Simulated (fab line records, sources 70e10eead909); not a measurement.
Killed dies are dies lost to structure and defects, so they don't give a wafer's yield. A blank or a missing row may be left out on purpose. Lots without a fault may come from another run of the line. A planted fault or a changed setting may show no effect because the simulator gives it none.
A struck lot beside a sound one | flow nand_harc | 12 steps out of a route of 1159
Sound: wafers L804.2, L804.4, L804.5. Struck: wafers L819.1, L819.3, L819.5. The cause comes at the end.
At each step with rows: each side's tool, then ch and its chambers, then its first start. Under that, the readings that differ: sound wafers | struck wafers | difference of the means | sigmas: that difference in standard deviations of wafers without a fault.
alike: readings whose means differ by less than 2 such deviations, and words and numbers that are the same on both sides. not compared: withheld readings, readings that some wafer has no value for, bounds like >300 that may hide the same value, and numbers for which the record gives no deviation and whose values overlap.
The two part at a step that has a row with sigmas, a row that says differs or no value, or rows on one side only. Numbers that don't overlap but have no deviation are shown without sigmas and don't part them. A reading that every wafer of one side lacks parts them only if that side has two wafers or more.

first, 2 steps without rows for these wafers: NHARC_A_STAIRCASE_TRIM_191 (chemistry O2, time 211.2 s); NHARC_A_STAIRCASE_ETCH_192 (etches the open film in C4F8/O2, target depth 100 nm, time 40.5 s).
NHARC_A_STAIRCASE_TRIM_193: chemistry O2, time 211.2 s.
  sound on rie_diel-02 ch 0,1,2; struck on rie_diel-11 ch 1,3
  alike: drypump_motor_current_A, o2_flow_sccm, oes_product_au, rf_vpp_V, showerhead_plenum_p_Torr, throttle_valve_pct
  not compared: rf_hours_counter_h
then, 1 step without rows for these wafers: NHARC_A_STAIRCASE_ETCH_194 (etches the open film in C4F8/O2, target depth 100 nm, time 40.5 s).
NHARC_A_STAIRCASE_TRIM_196: chemistry O2, time 211.2 s.
  sound on rie_diel-02 ch 0,3, day 11 15:01; struck on rie_diel-02 ch 0,1,3, day 15 06:14
  alike: drypump_motor_current_A, o2_flow_sccm, oes_product_au, rf_vpp_V, showerhead_plenum_p_Torr, throttle_valve_pct
  not compared: rf_hours_counter_h
NHARC_A_STAIRCASE_ETCH_197: etches the open film in C4F8/O2, target depth 100 nm, time 40.5 s.
  sound on rie_diel-02 ch 1,3; struck on rie_diel-02 ch 0,2,3
  alike: oes_product_au, rf_vpp_V, run_length_s
  not compared: rf_hours_counter_h
NHARC_A_STAIRCASE_TRIM_198: chemistry O2, time 211.2 s.
  sound on rie_diel-02 ch 1,3; struck on rie_diel-02 ch 1,2,3
  alike: drypump_motor_current_A, o2_flow_sccm, oes_product_au, rf_vpp_V, showerhead_plenum_p_Torr, throttle_valve_pct
  not compared: rf_hours_counter_h
then, 2 steps without rows for these wafers: NHARC_A_STAIRCASE_ETCH_199 (etches the open film in C4F8/O2, target depth 100 nm, time 40.5 s); NHARC_A_STAIRCASE_TRIM_200 (chemistry O2, time 211.2 s).
NHARC_A_STAIRCASE_ETCH_201: etches the open film in C4F8/O2, target depth 100 nm, time 40.5 s.
  sound on rie_diel-02 ch 1,2,3; struck on rie_diel-02 ch 2,3
  alike: oes_product_au, rf_vpp_V, run_length_s
  not compared: rf_hours_counter_h
then, 1 step without rows for these wafers: NHARC_A_STAIRCASE_TRIM_202 (chemistry O2, time 211.2 s).
NHARC_A_STAIRCASE_ETCH_203: etches the open film in C4F8/O2, target depth 100 nm, time 40.5 s.
  sound on rie_diel-02 ch 0,2,3, day 11 15:54; struck on rie_diel-02 ch 1,2,3, day 15 07:08
  reading          | sound          | struck         | difference | sigmas
  run_length_s (s) | 62.1 61.6 61.5 | 50.7 50.3 49.9 | -11.4      | -37
  alike: oes_product_au, rf_vpp_V
  not compared: rf_hours_counter_h

WHERE THEY PART
Only at NHARC_A_STAIRCASE_ETCH_203, within this record.

WHY: what the simulator had put in
Process parameter drift: rie_diel-02, from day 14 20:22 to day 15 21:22, at NHARC_A_STAIRCASE_ETCH_203. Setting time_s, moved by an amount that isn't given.
